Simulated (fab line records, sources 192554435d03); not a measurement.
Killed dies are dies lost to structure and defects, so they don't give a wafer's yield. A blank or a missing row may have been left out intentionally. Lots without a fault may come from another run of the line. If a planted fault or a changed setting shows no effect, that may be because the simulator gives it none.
Lot-split experiment -- flow n5-finfet -- 7 lots, 21 wafers read, on a route of 1938 steps

## THE SPLIT
At N5_BEOL_M2_DESCUM_33 (chemistry O2, time 7 s), the setting time-s was moved away from the recipe's 7 s on 6 of the 21 wafers read, by -9.6% to +16.7%. This setting was run at the recipe's value on the other wafers.

The reading is taken at the split's own step.

## THE READING
CAR-EUV_of_BEOL_M2_COAT_22.thk-nm (the simulator's own value, which no gauge read), in nm, at N5_BEOL_M2_DESCUM_33 (chemistry O2, time 7 s). There is no usual value for it anywhere in the file. The 15 wafers here that ran the recipe average 26.0 nm, standard deviation 0.088 nm.

wafer,"tool, chamber at the split","time-s as run, s",against the recipe,"CAR-EUV_of_BEOL_M2_COAT_22.thk-nm, nm",against lot-mates on the recipe
L075.1,"rie-diel-02, 0,2,2",7,recipe,26,-
L075.2,"rie-diel-02, 0,2,2",7,recipe,26,-
L075.4,"rie-diel-02, 0,2,2",7,recipe,26,-
L081.2,"rie-diel-04, 2",7,recipe,25.8,-
L081.4,"rie-diel-04, 3,0",7,recipe,26,-
L081.6,"rie-diel-04, 3,0",7,recipe,26,-
L084.1,"rie-diel-02, 3",7,recipe,26,-
L084.5,"rie-diel-02, 3",6.398,-8.6%,26.2,+0.2
L084.6,"rie-diel-02, 2",6.398,-8.6%,26.4,+0.4
L086.1,"rie-diel-02, 0,3,0",7,recipe,26,-
L086.4,"rie-diel-02, 0,3,0",7,recipe,26,-
L086.5,"rie-diel-02, 0,3,0",7,recipe,26,-
L090.1,"rie-diel-02, 1",6.443,-8.0%,26.2,+0.3
L090.2,"rie-diel-02, 2",7,recipe,25.8,-
L090.4,"rie-diel-02, 1",7,recipe,26,-
L095.1,"rie-diel-02, 0",8.17,+16.7%,25.2,-1.0
L095.2,"rie-diel-02, 2",8.17,+16.7%,25.6,-0.6
L095.3,"rie-diel-02, 1",7,recipe,26.2,-
L096.1,"rie-diel-04, 0,3",7,recipe,26,-
L096.2,"rie-diel-04, 0,3",7,recipe,26,-
L096.6,"rie-diel-04, 1",6.331,-9.6%,26.2,+0.2
If several chambers appear in one row, that row covers several wafers at once and the file leaves open which wafer was in which chamber.

FIT RESULTS
A straight line over all 21 wafers: CAR-EUV_of_BEOL_M2_COAT_22.thk-nm changes by -0.0334 nm for each +1% of time-s; r = -0.90; the points scatter about the line by 0.11 nm.
The same after taking each lot's own level away (the mean of its wafers on the recipe; 21 wafers): -0.0421 nm for each +1%; r = -0.94; scatter 0.1 nm.
That fit puts the effect of the largest move of time-s on the reading at 0.7 nm.
The lots' own levels span 25.90 to 26.20 nm, that is 3.4 times the standard deviation above.
So the slope is not independent of the lot-to-lot level: the two fits are not the same.
Check: for one of the wafers moved furthest among these (+16.7%), held out of the fit, the line's prediction against its lot-mates is -0.568 nm. It came out at -1 nm against them.

## THE OTHER SPLITS THESE WAFERS WENT THROUGH
Other splits were also applied to these wafers ahead of the reading. Each is held against what the fit with the lots' levels taken away leaves over:
other split on the same wafers,wafers away from the commonest value,r with CAR-EUV_of_BEOL_M2_COAT_22.thk-nm (lot level and that fit taken away)
N5_BEOL_M1_ETCH_64 bias-w,7,-0.30
N5_BEOL_M2_ILD_DEP_00 time-s,2,-0.22

## FILE'S OWN FIT
CAR-EUV_of_BEOL_M2_COAT_22.thk-nm changes by -0.0399 nm for each +1% of time-s, r = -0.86.
